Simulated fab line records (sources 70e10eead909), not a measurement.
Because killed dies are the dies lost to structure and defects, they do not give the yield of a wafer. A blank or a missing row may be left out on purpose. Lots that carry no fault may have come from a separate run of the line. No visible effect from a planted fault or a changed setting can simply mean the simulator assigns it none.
Comparing a struck lot with a sound one + flow nand harc + 14 steps out of a route of 1159
Sound: these wafers, L940.1, L940.2, L940.4. The struck wafers were L946.1, L946.2, L946.3. The cause is given at the end.
At each step with rows: each side's tool, then ch and its chambers, then its first start. Under that, the readings that differ: sound wafers + struck wafers + difference of the means + sigmas: that difference in standard deviations of wafers without a fault.
alike: same words and numbers on both sides, and readings whose means sit less than 2 such deviations apart. not compared: any withheld reading, any reading some wafer has no value for, any bound like >300 that may hide the same value, and any number with overlapping values for which the record gives no deviation.
The two part at a step that has a row with sigmas, a row that says differs or no value, or rows on one side only. Numbers that don't overlap but have no deviation are shown without sigmas and don't part them. A reading that every wafer of one side lacks parts them only if that side has two wafers or more.

first, 4 steps without rows for these wafers: NHARC_A_WL_FILL_STRIP_28 (strips in post etch residue remover, time 1200 s); NHARC_A_WL_FILL_PRECLEAN_06 (cleans in DIW, time 300 s); NHARC_A_WL_FILL_SRD_07; NHARC_A_WL_FILL_ANNEAL_08 (time 1800 s).
NHARC_A_WL_FILL_ALD_10: deposits SiO2, target thk 50 nm, pulse time 10 s, ald cycles 500.
  sound on ald hk-01 ch 0,1,3, day 16 02:14; struck on ald hk-03 ch 0,2,3, day 18 08:20
  alike: heater power w, precursor pulse height rel, susceptor temp C
NHARC_A_WL_FILL_ETCHBACK_16: etches the open film in C4F8/O2/Ar, target depth 88 nm, time 17.6 s.
  sound: rie diel-13 ch 0,2,3; struck: rie diel-02 ch 1,2,3
| reading                | sound       | struck      | difference | sigmas |
|------------------------|-------------|-------------|------------|--------|
| rf hours counter h (h) | 3.3 3.0 3.5 | 2.0 1.9 1.5 | -1.5       |        |
  alike: bias w, chamber pressure mTorr, oes product au, rf vpp V
NHARC_A_WL_FILL_STRIP_29: strips in O2, time 20 s.
  sound on rie diel-13 ch 0,1,2, day 16 10:00; struck on rie diel-02 ch 0,1,3, day 18 13:03
| reading                | sound             | struck            | difference | sigmas |
|------------------------|-------------------|-------------------|------------|--------|
| oes product au (a.u.)  | 0.973 0.999 0.990 | 1.025 1.002 1.002 | +0.022     | +2     |
| rf hours counter h (h) | 3.0 3.3 3.3       | 1.9 2.0 1.5       | -1.4       |        |
  alike: drypump motor current A, rf vpp V, showerhead plenum p Torr, throttle valve pct
NHARC_A_WL_FILL_ETCHBACK_17: etches the open film in Cl2/BCl3, target depth 4 nm, time 26.7 s.
  sound on rie metal-01 ch 0,1, day 16 10:05; struck on rie metal-03 ch 0,1, day 18 13:08
  alike: chamber pressure mTorr, drypump motor current A, oes product au
  not compared: rf hours counter h
then, 3 steps without rows for these wafers: NHARC_A_WL_FILL_PRECLEAN_18 (cleans in dHF, time 30 s); NHARC_A_WL_FILL_SRD_21; NHARC_A_WL_FILL_CVD_23 (deposits poly-Si, target thk 40 nm, time 800 s).
NHARC_A_WL_FILL_ETCHBACK_26: etches the open film in HBr, target depth 52 nm, time 13.3 s.
  sound on rie si-02 ch 0,1,3, day 16 15:18; struck on rie si-03 ch 0,1,2, day 18 18:44
  no value came back on the struck wafers for any of 7 readings (bias w (W), chamber pressure mTorr (mTorr) and others); on the sound wafers bias w (W) reads 60.02 60.10 59.74
then, 1 step without rows for these wafers: NHARC_A_WL_FILL_PRECLEAN_30 (cleans in dHF, time 10 s).
-- break in the record here, with 4 days between the starts of the struck wafers on either side (left off in module A_WL_FILL, picked up again in module END, where the first step shown is number 1159 on the route) --
NHARC_END_SORT_01:
  at this point the record logs the struck wafers (prober-01 ch 0, day 22 09:36) and has no rows for the sound ones

## WHERE THEY PART
At NHARC_A_WL_FILL_STRIP_29 first; at NHARC_END_SORT_01 last (within this record only).

WHY: whatever the simulator had introduced
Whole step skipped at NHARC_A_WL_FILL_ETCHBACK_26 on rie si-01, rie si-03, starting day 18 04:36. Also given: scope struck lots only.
